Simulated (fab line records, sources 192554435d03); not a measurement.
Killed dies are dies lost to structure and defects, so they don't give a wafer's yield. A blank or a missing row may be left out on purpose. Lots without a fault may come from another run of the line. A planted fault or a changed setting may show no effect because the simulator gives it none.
A struck lot beside a sound one | flow n5_finfet | 16 steps out of a route of 1938
Sound: wafers L759.2, L759.3, L759.5. Struck: wafers L750.2, L750.3, L750.6. The cause comes at the end.
At each step with rows: each side's tool, then ch and its chambers, then its first start. Under that, the readings that differ: sound wafers | struck wafers | difference of the means | sigmas: that difference in standard deviations of wafers without a fault.
alike: readings whose means differ by less than 2 such deviations, and words and numbers that are the same on both sides. not compared: withheld readings, readings that some wafer has no value for, bounds like >300 that may hide the same value, and numbers for which the record gives no deviation and whose values overlap.
The two part at a step that has a row with sigmas, a row that says differs or no value, or rows on one side only. Numbers that don't overlap but have no deviation are shown without sigmas and don't part them. A reading that every wafer of one side lacks parts them only if that side has two wafers or more.

first, 10 steps without rows for these wafers: N5_BEOL_M3_DESCUM_33 (chemistry O2, time 7 s); N5_BEOL_M3_ETCH_77 (etches underlayer in N2/H2, target depth 6.5 nm, time 5.2 s); N5_BEOL_M3_ETCH_69 (etches SiARC in CF4, target depth 15.6 nm, time 26 s); N5_BEOL_M3_ALD_98 (deposits SiO2, target thk 2.5 nm, pulse time 1 s, co reactant pulse time 1 s); N5_BEOL_M3_ETCHBACK_99 (etches SiO2 in CHF3, target depth 5 nm, time 10.4 s); N5_BEOL_M3_ETCH_70 (etches SOC in N2/H2, target depth 80 nm, overetch 16 nm, time 120 s); N5_BEOL_M3_STRIP_71 (strips in N2/H2); N5_BEOL_M3_STRIP_78 (strips in N2/H2); N5_BEOL_M3_VIA_ETCH_34 (etches the open film in C4F6/O2, target depth 69.4 nm, time 65.9 s); N5_BEOL_M3_STRIP_83 (strips in C4F6/O2).
N5_BEOL_M3_STRIP_36: strips in N2/H2.
  sound on rie_diel-04 ch 0,1,3, day 12 11:35; struck on rie_diel-02 ch 1,2,3, day 10 03:56
  no value came back on the struck wafers for any of 8 readings (bias_power_w (W), chamber_pressure_mTorr (mTorr) and others); on the sound wafers bias_power_w (W) reads 6.942 6.997 7.013
  reading                                  | sound | struck       | difference | sigmas
  model.SOC_of_BEOL_M3_COAT_67.thk_nm (nm) | 0 0 0 | 52 51.6 51.6 | +52        |
  model.SiO2_of_BEOL_M3_ALD_98.thk_nm (nm) | 0 0 0 | 2.6 2.6 2.4  | +2.5       |
  not compared: rf_hours_counter_h
then, 1 step without rows for these wafers: N5_BEOL_M3_TRENCH_ETCH_37 (etches SiOC in C4F6/O2, target depth 55.555 nm, time 29.2 s).
N5_BEOL_M3_ETCH_41: etches SiCN in CH3F/O2, target depth 29.9 nm, time 52.5 s.
  sound on rie_diel-04 ch 0,1,3; struck on rie_diel-02 ch 1,2,3, day 10 04:01
  reading                                  | sound | struck   | difference | sigmas
  model.SOC_of_BEOL_M3_COAT_67.thk_nm (nm) | 0 0 0 | 36 35 35 | +35        |
  alike: drypump_motor_current_A, oes_product_au, rf_vpp_V, showerhead_plenum_p_Torr, throttle_valve_pct
  not compared: rf_hours_counter_h
then, 1 step without rows for these wafers: N5_BEOL_M3_STRIP_97 (strips in N2/H2, time 10 s).
N5_BEOL_M4_RC_MEAS_101:
  the record has rows for the sound wafers here (prober-01 ch 0, day 13 12:56) and none for the struck ones
-- the record jumps here: 5 days lie between the struck wafers' starts before and after (it left off in module BEOL_M4 and takes up again in module PASSIVATION, whose first step shown is number 1936 of the route) --
N5_PASSIVATION_PROBE_49:
  the record has rows for the struck wafers here (prober-01, day 15 03:17) and none for the sound ones

WHERE THEY PART
First at N5_BEOL_M3_STRIP_36; last, within this record, at N5_PASSIVATION_PROBE_49.

WHY: what the simulator had put in
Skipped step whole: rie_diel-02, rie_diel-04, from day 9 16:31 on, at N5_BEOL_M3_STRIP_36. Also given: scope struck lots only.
